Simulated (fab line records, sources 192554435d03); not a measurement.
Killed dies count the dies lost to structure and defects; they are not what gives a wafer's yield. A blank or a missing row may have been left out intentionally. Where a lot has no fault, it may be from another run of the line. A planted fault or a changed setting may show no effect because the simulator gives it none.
3 desks, one fault -- flow n5-finfet -- numbers are kept per desk, each desk with only its own; the story behind them comes last

## FOR THE TOOL OWNER'S DESK: ald-metal-02
The tool's own readings at N5_BEOL_M11_ALD_74 (deposits TaN, target thk 2 nm, pulse time 2 s, purge time 3 s): means of the sampled wafers that have a number, for each lot that ran on this tool. A lot is out of limits, marked OUT, if its mean lies more than 4 standard deviations from the usual mean; the brackets give that distance.
Columns: A = heater-power-outer-w at N5_BEOL_M11_ALD_74, usual 214 W; B = heater-power-w at N5_BEOL_M11_ALD_74, usual 386 W; C = susceptor-temp-C at N5_BEOL_M11_ALD_74, usual 274.99 C
lot,first seen here,A,B,C
L444,day 12 08:20,182,319,275.13
L447,day 13 04:25,199,366,274.65
L449,day 13 08:29,184,332,275.06
L452,day 14 14:05,206,381,275.24
L463,day 17 00:32,217,407,274.91
L462,day 17 01:12,194,343,275.10
L466,day 17 18:16,194,361,274.93
L465,day 17 23:00,222,415,274.82
This desk's verdict: no lot among the 8 shows anything out of limits.

## THE DEFECT DESK
For each lot, the counts of the inspections along the route, averaged over the sampled wafers that have a number. A lot is out of limits, marked OUT, if its mean lies more than 4 standard deviations from the usual mean; the brackets give that distance.
Columns: A = raw-defect-count at N5_BEOL_M11_INSPECT_30, usual 431
lot,first seen here,A
L443,day 12 02:16,348
L444,day 12 06:04,399
L447,day 13 02:00,447
L449,day 13 07:02,400
L450,day 13 07:07,357
L452,day 14 11:20,489
L460,day 16 06:37,371
L463,day 16 23:00,537
L462,day 16 23:14,526
L466,day 17 16:49,514
L465,day 17 21:25,302
This desk's verdict: no lot among the 11 shows anything out of limits.

## THE METROLOGY DESK
Means of the sampled wafers that have a number, per lot and without regard to the tool the lot ran on: this is what the gauges read. A lot is out of limits, marked OUT, if its mean lies more than 4 standard deviations from the usual mean; the brackets give that distance.
Columns: A = cd-nm at N5_BEOL_M11_CD_MEAS_35, usual 69.8 nm
lot,first seen here,A
L443,day 12 03:07,70.4
L444,day 12 06:59,69.7
L447,day 13 02:41,70.2
L449,day 13 07:44,69.3
L450,day 13 08:17,69.6
L452,day 14 12:19,70.7
L460,day 16 07:35,68.6
L463,day 16 23:54,70.6
L462,day 17 00:41,69.4
L466,day 17 17:30,70.6
L465,day 17 22:05,70.0
This desk's verdict: no lot among the 11 shows anything out of limits.

## PUT TOGETHER
The desk of the tool owner found nothing out of limits.
No out-of-limits result turned up at the defect desk.
From the metrology desk's view, nothing was out of limits.

## WHAT HAD BEEN PUT IN BY THE SIMULATOR
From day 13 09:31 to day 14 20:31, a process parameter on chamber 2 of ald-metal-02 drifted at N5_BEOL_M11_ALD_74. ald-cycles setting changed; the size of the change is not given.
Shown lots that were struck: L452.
